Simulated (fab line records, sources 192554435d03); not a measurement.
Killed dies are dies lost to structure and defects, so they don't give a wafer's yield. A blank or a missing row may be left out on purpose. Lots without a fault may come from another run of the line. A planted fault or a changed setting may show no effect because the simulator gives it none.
A struck lot beside a sound one | flow n5_finfet | 20 steps out of a route of 1938
Sound: wafers L506.1, L506.4, L506.5. Struck: wafer L512.1. (L512.5 of the same lot was not struck and is left out.) The cause comes at the end.
At each step with rows: each side's tool, then ch and its chambers, then its first start. Under that, the readings that differ: sound wafers | struck wafers | difference of the means | sigmas: that difference in standard deviations of wafers without a fault.
alike: readings whose means differ by less than 2 such deviations, and words and numbers that are the same on both sides. not compared: withheld readings, readings that some wafer has no value for, bounds like >300 that may hide the same value, and numbers for which the record gives no deviation and whose values overlap.
The two part at a step that has a row with sigmas, a row that says differs or no value, or rows on one side only. Numbers that don't overlap but have no deviation are shown without sigmas and don't part them. A reading that every wafer of one side lacks parts them only if that side has two wafers or more.

first, 6 steps without rows for these wafers: N5_BEOL_M1_COAT_22 (resist thk 30 nm); N5_BEOL_M1_EBR_24; N5_BEOL_M1_SOFTBAKE_23 (time 60 s); N5_BEOL_M1_EXPOSE_25 (exposes mask V0, defocus 5 nm, target cd 24 nm); N5_BEOL_M1_PEB_26 (peb time 60 s); N5_BEOL_M1_DEVELOP_27 (develop time 30 s).
N5_BEOL_M1_CD_MEAS_28: target cd y 23.3 nm.
  sound on cd_sem-02 ch 0, day 8 04:29; struck on cd_sem-01 ch 0, day 9 13:48
  alike: cd_nm
N5_BEOL_M1_OVL_MEAS_29:
  sound on overlay-02 ch 0, day 8 04:31; struck on overlay-02 ch 0, day 9 13:50
  alike: V0_OVL
N5_BEOL_M1_INSPECT_30: inspects for defects (brightfield).
  sound on defect_inspect-02, day 8 04:35; struck on defect_inspect-01, day 9 13:53
  alike: raw_defect_count
N5_BEOL_M1_DESCUM_33: chemistry O2, time 7 s.
  sound on rie_diel-06 ch 2,3, day 8 04:37; struck on rie_diel-05 ch 3, day 9 13:55
  alike: drypump_motor_current_A, oes_product_au, rf_fwd_power_W, rf_vpp_V, showerhead_plenum_p_Torr, temp_c, throttle_valve_pct
  not compared: rf_hours_counter_h
N5_BEOL_M1_ETCH_77: etches underlayer in N2/H2, target depth 6.5 nm, time 5.2 s.
  sound on rie_diel-06 ch 2,3, day 8 04:39; struck on rie_diel-05 ch 3, day 9 13:57
  alike: drypump_motor_current_A, etch_rf_on_time_s, oes_product_au, rf_fwd_power_W, rf_vpp_V, showerhead_plenum_p_Torr, throttle_valve_pct
  not compared: rf_hours_counter_h
N5_BEOL_M1_ETCH_69: etches SiARC in CF4, target depth 15.6 nm, time 26 s.
  sound on rie_diel-06 ch 2,3, day 8 04:40; struck on rie_diel-05 ch 3, day 9 13:58
  alike: drypump_motor_current_A, etch_rf_on_time_s, mfc_ar_sccm, oes_product_au, rf_fwd_power_W, rf_vpp_V, showerhead_plenum_p_Torr, throttle_valve_pct
  not compared: rf_hours_counter_h
N5_BEOL_M1_ALD_98: deposits SiO2, target thk 2.5 nm, pulse time 1 s, co reactant pulse time 1 s.
  sound on ald_sin-04 ch 0,1,2, day 8 04:45; struck on ald_sin-03 ch 3, day 9 14:29
  reading    | sound    | struck | difference | sigmas
  ald_cycles | 17 17 17 | 19     | +2         |
  alike: heater_power_w, precursor_pulse_height_rel
  not compared: since_wet_clean_h
N5_BEOL_M1_ETCHBACK_99: etches SiO2 in CHF3, target depth 5 nm, time 10.4 s.
  sound on rie_diel-06 ch 0,3, day 8 07:08; struck on rie_diel-06 ch 1, day 9 16:20
  alike: drypump_motor_current_A, mfc_ar_sccm, oes_ar_750_au, oes_product_au, rf_fwd_power_W, rf_vpp_V, showerhead_plenum_p_Torr, throttle_valve_pct
  not compared: rf_hours_counter_h
N5_BEOL_M1_ETCH_70: etches SOC in N2/H2, target depth 80 nm, overetch 16 nm, time 120 s.
  sound on rie_diel-06 ch 0,3, day 8 07:10; struck on rie_diel-06 ch 1, day 9 16:22
  alike: drypump_motor_current_A, oes_product_au, rf_fwd_power_W, rf_vpp_V, showerhead_plenum_p_Torr, temp_c, throttle_valve_pct
  not compared: rf_hours_counter_h
then, 2 steps without rows for these wafers: N5_BEOL_M1_STRIP_71 (strips in N2/H2); N5_BEOL_M1_STRIP_78 (strips in N2/H2).
N5_BEOL_M1_VIA_ETCH_34: etches the open film in C4F6/O2, target depth 67.8 nm, time 64.4 s.
  sound on rie_diel-06 ch 0,3, day 8 07:16; struck on rie_diel-06 ch 1, day 9 16:28
  reading                  | sound      | struck | difference | sigmas
  model.BEOL_M1.cd_nm (nm) | 18 18.4 18 | 17.2   | -0.9       |
  alike: drypump_motor_current_A, mfc_ar_sccm, oes_ar_750_au, oes_product_au, rf_fwd_power_W, rf_vpp_V, showerhead_plenum_p_Torr, throttle_valve_pct
  not compared: rf_hours_counter_h
then, 1 step without rows for these wafers: N5_BEOL_M1_STRIP_83 (strips in C4F6/O2).
N5_BEOL_M4_RC_MEAS_101:
  sound on prober-01 ch 0, day 9 16:57; struck on prober-01 ch 0, day 11 03:11
  alike: DIBL_N, DIBL_P, IOFF_N, IOFF_P, ION_N, ION_P, SS_N, SS_P, VT_N, VT_P

WHERE THEY PART
Nowhere in this record.

WHY: what the simulator had put in
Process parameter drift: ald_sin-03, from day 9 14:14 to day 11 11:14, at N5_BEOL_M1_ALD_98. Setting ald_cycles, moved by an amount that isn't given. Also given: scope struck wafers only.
